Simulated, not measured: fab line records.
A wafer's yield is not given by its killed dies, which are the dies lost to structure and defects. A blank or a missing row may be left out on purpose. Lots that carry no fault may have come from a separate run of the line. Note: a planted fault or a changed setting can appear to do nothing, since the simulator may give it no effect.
Split-lot experiment | flow n5_finfet | on a route of 1938 steps: 7 lots, 21 wafers read

== THE SPLIT ==
At N5_BEOL_M14_DEP_53 (deposits SiCN from 3MS/NH3, target thk 50 nm, time 17.8 s), the setting time_s was moved away from the recipe's 17.8 s on 8 of the 21 wafers read, by -10.6% to +11.5%. All remaining wafers had this setting at the recipe value.

The reading is taken at the split's own step.

== THE READING ==
SiCN_of_BEOL_M14_DEP_53.thk_nm (the simulator's own value, which no gauge read), in nm, at N5_BEOL_M14_DEP_53 (deposits SiCN from 3MS/NH3, target thk 50 nm, time 17.8 s). The file gives no usual value for it. Across the 13 wafers here that went through the recipe, the average is 50.1 nm and the standard deviation 0.61 nm.

wafer  | tool, chamber at the split | time_s as run, s | against the recipe | SiCN_of_BEOL_M14_DEP_53.thk_nm, nm | against lot-mates on the recipe
L075.1 | pecvd-04, 0                | 19.34            | +8.7%              | 53.8                               | +4.8
L075.2 | pecvd-04, 1                | 17.8             | recipe             | 49                                 | -
L075.6 | pecvd-04, 1                | 19.34            | +8.7%              | 54.4                               | +5.4
L081.1 | pecvd-02, 2                | 17.8             | recipe             | 50                                 | -
L081.3 | pecvd-02, 0                | 17.8             | recipe             | 50.4                               | -
L081.6 | pecvd-02, 1                | 17.8             | recipe             | 50.6                               | -
L082.1 | pecvd-04, 0                | 15.92            | -10.6%             | 45.4                               | -5.0
L082.3 | pecvd-04, 2                | 15.92            | -10.6%             | 44.6                               | -5.8
L082.5 | pecvd-04, 1                | 17.8             | recipe             | 50.4                               | -
L084.2 | pecvd-04, 0                | 17.8             | recipe             | 49.6                               | -
L084.5 | pecvd-04, 2                | 17.8             | recipe             | 50.6                               | -
L084.6 | pecvd-04, 1                | 17.8             | recipe             | 50.8                               | -
L083.2 | pecvd-04, 1                | 16.85            | -5.3%              | 46.8                               | -3.2
L083.4 | pecvd-04, 0                | 17.8             | recipe             | 50                                 | -
L083.6 | pecvd-04, 2                | 16.85            | -5.3%              | 47.6                               | -2.4
L087.3 | pecvd-03, 2                | 17.8             | recipe             | 48.8                               | -
L087.4 | pecvd-03, 1,2              | 17.8             | recipe             | 50.2                               | -
L087.5 | pecvd-03, 1,2              | 17.8             | recipe             | 50.2                               | -
L089.1 | pecvd-04, 2                | 19.84            | +11.5%             | 55.6                               | +4.8
L089.5 | pecvd-04, 1                | 19.84            | +11.5%             | 56.4                               | +5.6
L089.6 | pecvd-04, 2                | 17.8             | recipe             | 50.8                               | -
Where a row lists several chambers, the file gives one row for several wafers and doesn't say which wafer went through which chamber.

THE FIT
A straight line over all 21 wafers: SiCN_of_BEOL_M14_DEP_53.thk_nm changes by +0.496 nm for each +1% of time_s; r = +0.98; the points scatter about the line by 0.58 nm.
The same after taking each lot's own level away (the mean of its wafers on the recipe; 21 wafers): +0.507 nm for each +1%; r = +0.99; scatter 0.53 nm.
On that fit, the largest move of time_s shifts the reading by 5.8 nm.
From 49.00 to 50.80 nm: that is the span of the lots' own levels, equal to 2.9 times the standard deviation above.
So the lot-to-lot level changes the slope little: the two slopes agree.
Check: +6.11 nm against its lot-mates is what the line predicts for one of the wafers moved furthest among these (+11.5%) when that wafer is left out of the fit. It came out at +4.8 nm against them.

== OTHER SPLITS ON THESE WAFERS ==
These wafers also went through other splits before the reading. Each is held against what the fit with the lots' levels taken away leaves over:
other split on the same wafers   | wafers away from the commonest value | r with SiCN_of_BEOL_M14_DEP_53.thk_nm (lot level and that fit taken away)
N5_BEOL_M9_COAT_05 spin_rpm      | 8                                    | -0.02
N5_BEOL_M10_DEP_56 time_s        | 7                                    | -0.19
N5_BEOL_M12_COAT_04 spin_rpm     | 8                                    | -0.08
N5_BEOL_M12_ETCH_59 h2_flow_sccm | 9                                    | +0.33
N5_BEOL_M12_SPUTTER_44 power_w   | 6                                    | +0.12
N5_BEOL_M14_COAT_65 spin_rpm     | 5                                    | -0.34
N5_BEOL_M14_COAT_66 spin_rpm     | 6                                    | +0.44

== THE FILE'S OWN FIT ==
SiCN_of_BEOL_M14_DEP_53.thk_nm changes by +0.507 nm for each +1% of time_s, r = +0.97.
